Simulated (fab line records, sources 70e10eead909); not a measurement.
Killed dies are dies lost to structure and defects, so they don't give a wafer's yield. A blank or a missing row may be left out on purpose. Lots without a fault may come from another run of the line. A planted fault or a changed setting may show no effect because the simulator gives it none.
fab line records | flow nand_harc
record lots=13 wafers=39 last_day=25
route steps=1159 shown A_BONDPAD@1059 THIN_TSV@1127
lots that met no fault: from a run of the same line without faults
start_h: hours from the record's first day to the start of the lot's first wafer shown | wait_h: hours since the lot's step before | " the same as in the row above | L1.1+2: a row that stands for several wafers | - no value, or no start given | * or withheld: withheld | < > ~ a bound
route shown NAME@n: a module of which the file shows steps, and the number in the route of the first | usual: mean/standard deviation of fault-free wafers | same: alike in all rows | chamber/n: place in a boat | sites: the reading at each site | _std_site: their standard deviation | _edge_site: outer sites' mean less inner sites' | radius_mm: how far each site lies from the wafer's centre | mask NAME#n: copy n | behind: the tool/chamber that last shaped the wafer | hold: why the lot was held/for how many hours/how that ended | device: the transistor (n, p or np) that didn't switch | end of line: the same wafers' tests at the end of the route | a step without rows: its recipe alone | killed: dies lost to structure and defects at the first sort, not the wafer's yield | map: a wafer's dies, x killed, . not, _ none there
set.NAME: the setting as run; set.NAME@STEP: as run at that earlier step | model.NAME: the simulator's own value behind a step, which no gauge read
steps of the route over a sample of lots; a table a step, a row a wafer
services: from which hour (start_h, from the record's first day; less than 0 if before it) a tool's chamber was out of use, for how many hours, and why
## steps
# step NHARC_A_BONDPAD_DEP_00
# recipe target_thk_a=2500 temp_c=370 target_thk_nm=250 pressure_torr=3 flow_sccm=200 rf_w=450 material=SiCN
# usual heater_power_w=590/72
# columns lot.wafer tool chamber start_h wait_h heater_power_w
L133.2 pecvd-02 2 410.00 - 584
L133.6 " 1 " " 650
L133.4 " 0 " " 615
L137.3 pecvd-03 0 - - 564
L137.5 " 1 " " 493
L137.6 " 2 " " 757
L135.1 pecvd-02 2 417.19 - 513
L135.6 " 2 " " 531
L135.4 " 1 " " 542
L138.2 pecvd-02 1 423.63 - 666
L138.1 " 0 " " 672
L138.5 " 0 " " 666
L136.3 pecvd-01 0 - - 548
L136.6 " 0 " " 563
L136.5 " 2 " " 513
L140.1 pecvd-02 0 459.04 - 672
L140.5 " 0 " " 666
L140.4 " 2 " " 593
L141.3 pecvd-02 1 459.54 - 656
L141.5 " 0 " " 709
L141.4 " 1 " " 535
L139.1 pecvd-01 0 - - 585
L139.2 " 1 " " 602
L139.3 " 2 " " 456
L146.1 pecvd-02 1 472.05 - 587
L146.6 " 0 " " 705
L146.4 " 2 " " 596
L150.3 pecvd-01 0 518.06 - 625
L150.2 " 2 " " 548
L150.5 " 1 " " 602
L151.3 pecvd-01 0 - - 575
L151.6 " 0 " " 592
L151.5 " 1 " " 527
L152.2 pecvd-03 2 532.64 - 612
L152.4 " 2 " " 629
L152.5 " 0 " " 600
L155.3 pecvd-03 0 557.09 - 548
L155.6 " 2 " " 710
L155.5 " 1 " " 498
# step NHARC_A_BONDPAD_CMP_29
# recipe target_thk_nm=200 material=SiCN
# usual motor_current_A=12.6/1.2 slurry_flow_ml_min=149.9/0.45
# columns lot.wafer tool chamber start_h wait_h motor_current_A slurry_flow_ml_min
L133.4 cmp-01 2 410.42 - 12.0 149.1
L133.2 " 3 " " 13.9 149.7
L133.6 " 1 " " 13.8 150.2
L137.3 cmp-02 2 410.87 - 12.6 149.1
L137.6 " 3 " " 13.2 150.6
L137.5 " 0 " " 12.2 149.9
L135.4 cmp-01 0 417.62 - 12.8 149.9
L135.1 " 2 " " 11.9 149.4
L135.6 " 3 " " 14.2 150.0
L138.2 cmp-04 0 424.09 - 10.8 149.7
L138.1 " 1 " " 12.2 149.9
L138.5 " 3 " " 10.4 149.8
L136.3 cmp-01 3 433.10 - 14.7 149.7
L136.6 " 1 " " 14.2 150.4
L136.5 " 2 " " 11.8 150.1
L140.1 cmp-01 3 459.44 - 14.8 149.9
L140.4 " 1 " " 14.6 150.3
L140.5 " 0 " " 12.4 149.3
L141.3 cmp-01 0 459.86 - 12.1 149.7
L141.4 " 1 " " 15.4 150.6
L141.5 " 0 " " 12.6 150.4
L139.1 cmp-01 2 461.95 - 12.4 150.0
L139.3 " 3 " " 14.1 151.1
L139.2 " 0 " " 12.6 149.7
L146.1 cmp-01 1 472.49 - 15.5 149.6
L146.4 " 2 " " 11.8 150.5
L146.6 " 0 " " 12.7 150.9
L150.2 cmp-04 0 518.50 - 11.7 150.6
L150.3 " 1 " " 12.6 149.4
L150.5 " 0 " " 10.2 149.8
L151.3 cmp-02 3 526.79 - 11.9 150.2
L151.6 " 0 " " 12.7 148.7
L151.5 " 1 " " 11.8 149.9
L152.2 cmp-02 3 533.08 - 12.7 149.8
L152.4 " 1 " " 12.6 149.4
L152.5 " 2 " " 12.5 150.6
L155.3 cmp-02 2 557.50 - 12.6 150.6
L155.6 " 0 " " 12.0 149.3
L155.5 " 1 " " 12.9 150.5
# step NHARC_THIN_TSV_DEGAS_49
# recipe temp_c=300 time_s=120
# usual heater_power_w=484/34
# columns lot.wafer tool chamber start_h wait_h heater_power_w
L133.2 pvd_sputter-03 - 434.51 0.1 482
L133.4 " - " " 533
L133.6 " - " " 517
L137.3 pvd_sputter-03 - 435.85 0.1 460
L137.6 " - " " 451
L137.5 " - " " 555
L135.1 pvd_sputter-03 - 438.13 0.2 527
L135.4 " - " " 460
L135.6 " - " " 526
L138.2 pvd_sputter-01 - 446.43 0.2 493
L138.1 " - " " 497
L138.5 " - " " 483
L136.3 pvd_sputter-01 - 453.02 0.1 478
L136.5 " - " " 484
L136.6 " - " " 479
L141.4 pvd_sputter-03 - 482.59 0.1 523
L141.3 " - " " 552
L141.5 " - " " 513
L140.1 pvd_sputter-01 - 483.54 0.1 484
L140.4 " - " " 480
L140.5 " - " " 463
L139.2 pvd_sputter-02 - 485.94 0.1 463
L139.3 " - " " 518
L139.1 " - " " 442
L146.4 pvd_sputter-03 - 493.22 0.1 544
L146.1 " - " " 473
L146.6 " - " " 543
L150.3 pvd_sputter-03 - 539.47 0.1 527
L150.2 " - " " 494
L150.5 " - " " 505
L151.3 pvd_sputter-03 - 548.04 0.1 516
L151.5 " - " " 528
L151.6 " - " " 503
L152.2 pvd_sputter-02 - 551.90 0.1 405
L152.4 " - " " 461
L152.5 " - " " 413
L155.3 pvd_sputter-01 - 576.47 0.1 458
L155.6 " - " " 499
L155.5 " - " " 468
# step NHARC_THIN_TSV_ETCH_59
# recipe target_depth_a=8800 icp_w=900 bias_w=100 Cl2_flow_sccm=60 bcl3_flow_sccm=30 time_s=138.1 chemistry=Cl2/BCl3
# usual drypump_motor_current_A=5.6/0.4 oes_product_au=1.007/0.0099 throttle_valve_pct=22.264/0.0089
# columns lot.wafer tool chamber start_h wait_h drypump_motor_current_A oes_product_au rf_hours_counter_h throttle_valve_pct
L133.2 rie_metal-01 1 438.04 0.1 5.6 1.005 3.3 22.258
L133.4 " 0 " " 5.4 1.001 - 22.281
L133.6 " 1 " " 5.6 1.007 - 22.267
L137.3 rie_metal-02 1 439.51 0.2 5.9 1.012 - 22.275
L137.5 " 1 " " 5.9 0.997 - 22.259
L137.6 " 1 " " 5.9 1.013 - 22.262
L135.1 rie_metal-02 1 441.76 0.1 5.9 1.007 3.9 22.273
L135.4 " 1 " " 5.9 1.011 - 22.261
L135.6 " 1 " " 5.9 0.998 - 22.270
L138.1 rie_metal-02 1 449.93 0.1 5.9 1.000 4.8 22.255
L138.2 " 1 " " 5.9 1.011 - 22.260
L138.5 " 1 " " 5.9 1.004 - 22.257
L136.3 rie_metal-02 1 456.82 0.3 5.9 1.006 - 22.254
L136.5 " 1 " " 5.9 0.997 - 22.271
L136.6 " 1 " " 5.9 1.010 - 22.260
L141.4 rie_metal-01 1 486.08 0.2 5.6 1.007 - 22.258
L141.3 " 0 " " 5.4 1.002 - 22.263
L141.5 " 0 " " 5.4 1.002 - 22.258
L140.1 rie_metal-02 1 486.90 0.1 5.9 1.008 6.1 22.259
L140.4 " 0 " " 4.8 1.003 - 22.260
L140.5 " 0 " " 4.8 1.002 - 22.264
L139.2 rie_metal-02 1 489.45 0.1 5.9 1.008 6.3 22.250
L139.1 " 0 " " 4.8 1.002 0.5 22.263
L139.3 " 0 " " 4.8 0.999 - 22.260
L146.1 rie_metal-01 1 496.55 0.1 5.6 1.002 6.3 22.280
L146.4 " 0 " " 5.4 1.005 - 22.252
L146.6 " 1 " " 5.7 0.948 - 22.265
L150.2 rie_metal-03 1 542.91 0.1 5.9 1.022 1.0 22.263
L150.3 " 0 " " 6.2 1.012 - 22.256
L150.5 " 0 " " 6.2 1.012 - 22.277
L151.3 rie_metal-03 1 551.51 0.1 5.8 1.032 - 22.257
L151.6 " 1 " " 5.8 1.034 - 22.265
L151.5 " 0 " " 6.2 1.005 - 22.250
L152.2 rie_metal-02 1 555.30 0.1 5.9 1.008 8.7 22.258
L152.4 " 0 " " 4.8 1.000 - 22.271
L152.5 " 1 " " 5.9 1.013 - 22.246
L155.3 rie_metal-02 0 580.43 0.2 4.8 0.996 - 22.256
L155.6 " 0 " " 4.8 0.998 - 22.271
L155.5 " 1 " " 5.9 1.010 - 22.289
## services
# columns tool chamber start_h hours kind
rie_metal-02 - 388.00 9.0 pm
rie_metal-02 0 398.96 67.1 repair
pecvd-01 - 418.32 13.0 pm
pecvd-02 - 422.12 0.9 repair
cmp-02 - 424.41 4.0 pm
cmp-02 - 429.89 0.8 repair
cmp-02 - 455.94 0.7 repair
cmp-02 - 470.17 5.5 repair
pecvd-01 1 471.42 11.0 repair
pecvd-03 - 473.46 13.0 pm
cmp-01 - 473.93 4.0 pm
rie_metal-02 - 480.54 0.4 repair
cmp-02 - 480.76 0.5 repair
cmp-01 - 491.21 1.1 repair
pvd_sputter-03 - 498.34 10.0 pm
cmp-01 - 504.71 1.7 repair
rie_metal-01 - 509.00 9.0 pm
pvd_sputter-01 - 514.00 10.0 pm
pecvd-02 - 515.29 13.0 pm
cmp-02 - 522.41 4.0 pm
pecvd-01 0 542.56 3.8 repair
cmp-01 - 548.12 3.0 repair
rie_metal-02 - 565.00 9.0 pm
cmp-01 - 571.93 4.0 pm
## key
first_sign step=NHARC_THIN_TSV_ETCH_59 reading=oes_product_au direction=down sigmas=6 usual=1.007 struck=0.948
effect none on later readings
met_at NHARC_THIN_TSV_ETCH_59
struck_lots L146
struck_wafers L146.6
later_rows_left_out L146.6
sort_left_out L146.6
not_acting_at NHARC_A_BONDPAD_DEP_00,NHARC_A_BONDPAD_CMP_29,NHARC_THIN_TSV_DEGAS_49
onset_between 486.08 496.55
fault kind=process_parameter_drift tool=rie_metal-01 chamber=- onset_h=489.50 steps=NHARC_THIN_TSV_ETCH_59 channel=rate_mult offset=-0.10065 shape=step end_h=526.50 scope=struck_wafers_only
# sort_left_out: the simulated sort isn't trusted on such a fault, so these wafers' sort isn't shown, and their yield isn't known
# later_rows_left_out: the simulator's readings of these wafers behind a module that went badly wrong aren't trusted and aren't shown, but for the sort
